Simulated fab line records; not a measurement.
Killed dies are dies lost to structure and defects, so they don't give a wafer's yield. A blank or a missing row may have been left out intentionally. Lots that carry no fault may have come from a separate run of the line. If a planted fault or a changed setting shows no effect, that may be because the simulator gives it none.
A lot that was struck, set against a sound lot + flow n5-finfet + 16 steps out of a route of 1938
Sound: these wafers, L349.1, L349.4, L349.5. Struck: wafers L358.2, L358.3 (left out: L358.6, a lot-mate that was not struck); the cause follows at the end.
At each step with rows: each side's tool, then ch and its chambers, then its first start. Under that, the readings that differ: sound wafers + struck wafers + difference of the means + sigmas: that difference in standard deviations of wafers without a fault.
alike: readings whose means differ by less than 2 such deviations, and words and numbers that are the same on both sides. not compared: withheld readings, readings that some wafer has no value for, bounds like >300 that may hide the same value, and numbers for which the record gives no deviation and whose values overlap.
A row with sigmas, a row that says differs or no value, or rows on one side alone: a step with any of these is where the two part. Numbers that have no deviation but don't overlap get no sigmas and don't part them. A reading that every wafer of one side lacks parts them only if that side has two wafers or more.

N5_MOL_CONTACT_COAG_ETCH_106: etches SOC in N2/H2, target depth 80 nm, overetch 16 nm, time 120 s.
  sound on rie-diel-04 ch 0,1,3, day 5 10:48; struck on rie-diel-05 ch 0,3, day 7 15:37
  alike: drypump-motor-current-A, oes-product-au, rf-vpp-V, showerhead-plenum-p-Torr, throttle-valve-pct
  not compared: rf-hours-counter-h
then, 2 steps without rows for these wafers: N5_MOL_CONTACT_COAG_STRIP_107 (strips in N2/H2); N5_MOL_CONTACT_COAG_STRIP_108 (strips in N2/H2).
N5_MOL_CONTACT_COAG_CONTACT_ETCH_14: etches SiO2 in C4F6/O2, target depth 27.5 nm, overetch 8.5 nm, time 20 s.
  sound on rie-diel-04 ch 0,1,3, day 5 10:54; struck on rie-diel-05 ch 0,3, day 7 15:43
  alike: drypump-motor-current-A, mfc-ar-sccm, oes-product-au, rf-vpp-V, showerhead-plenum-p-Torr, throttle-valve-pct
  not compared: rf-hours-counter-h
then, 1 step without rows for these wafers: N5_MOL_CONTACT_COAG_STRIP_109 (strips in C4F6/O2).
N5_MOL_CONTACT_COAG_ETCH_15: etches SiNx in CH3F/O2, stops on Si:P, target depth 7 nm.
  sound on rie-diel-04 ch 0,1,3, day 5 10:56; struck on rie-diel-05 ch 0,3, day 7 15:46
  alike: drypump-motor-current-A, mfc-ar-sccm, oes-product-au, rf-vpp-V, showerhead-plenum-p-Torr, throttle-valve-pct
  not compared: rf-hours-counter-h
N5_MOL_CONTACT_COAG_ETCH_110: etches Si in CF4/O2, target depth 2.5 nm, time 8 s.
  sound on rie-diel-04 ch 0,1,3, day 5 11:00; struck on rie-diel-05 ch 0,3, day 7 15:49
  alike: drypump-motor-current-A, mfc-ar-sccm, oes-product-au, rf-vpp-V, showerhead-plenum-p-Torr, throttle-valve-pct
  not compared: rf-hours-counter-h
then, 1 step without rows for these wafers: N5_MOL_CONTACT_COAG_STRIP_98 (strips in N2/H2).
N5_MOL_CONTACT_COAG_CD_MEAS_99: the cd target is 17.2 nm.
  sound on cd-sem-02 at day 5 11:07; struck on cd-sem-02 at day 7 15:56
  alike: cd-nm
then, 3 steps without rows for these wafers: N5_MOL_CONTACT_COAG_IMPLANT_129; N5_MOL_CONTACT_COAG_PRECLEAN_111 (cleans in NF3:NH3, afs cycles 1, time 20 s, sublimation time 60 s); N5_MOL_CONTACT_COAG_TI_SIL_19 (material Ti, target thk 4.2 nm, time 15 s).
N5_MOL_CONTACT_COAG_ALD_20: deposits TiN, target thk 1.5 nm, pulse time 1 s, purge time 3 s.
  sound on ald-metal-04 ch 2,3, day 5 12:34; struck on ald-metal-01 ch 0,3, day 7 17:35
| reading    | sound    | struck | difference | sigmas |
|------------|----------|--------|------------|--------|
| ald-cycles | 68 68 68 | 72 72  | +4         |        |
  alike: heater-power-w, precursor-pulse-height-rel
N5_MOL_CONTACT_COAG_SIL_ANNEAL_21: time 60 s.
  sound on rtp-anneal-02 ch 0, day 5 13:02; struck on rtp-anneal-01 ch 0, day 7 17:59
| reading            | sound          | struck    | difference | sigmas |
|--------------------|----------------|-----------|------------|--------|
| lamp-power-pct (%) | 6.46 6.46 6.45 | 6.36 6.36 | -0.10      | -2     |
  alike: wafer_temp_C_max
-- record jumps: 3 days separate the struck wafers' starts on either side; left off in module MOL_CONTACT_COAG, taken up again in module BEOL_M4, whose first shown step is the route's number 1111 --
N5_BEOL_M4_RC_MEAS_101:
  sound on prober-02 ch 0, day 8 14:34; struck on prober-01 ch 0, day 11 03:34
| reading       | sound          | struck    | difference | sigmas |
|---------------|----------------|-----------|------------|--------|
| DIBL_P (mV/V) | 39.7 38.9 40.0 | 32.6 36.7 | -4.9       | -2     |
| ION_N (uA/um) | 688 693 696    | 643 686   | -28        | -3     |
| SS_P (mV/dec) | 74.0 74.4 74.2 | 71.8 73.6 | -1.5       | -2     |
  alike: DIBL_N, IOFF_N, IOFF_P, ION_P, SS_N, VT_N, VT_P
after that, 1 step had no rows for these wafers: N5_PASSIVATION_PROBE_49.

WHERE THEY PART
Last at N5_BEOL_M4_RC_MEAS_101 as far as this record goes, first at N5_MOL_CONTACT_COAG_SIL_ANNEAL_21.

WHY: whatever the simulator had introduced
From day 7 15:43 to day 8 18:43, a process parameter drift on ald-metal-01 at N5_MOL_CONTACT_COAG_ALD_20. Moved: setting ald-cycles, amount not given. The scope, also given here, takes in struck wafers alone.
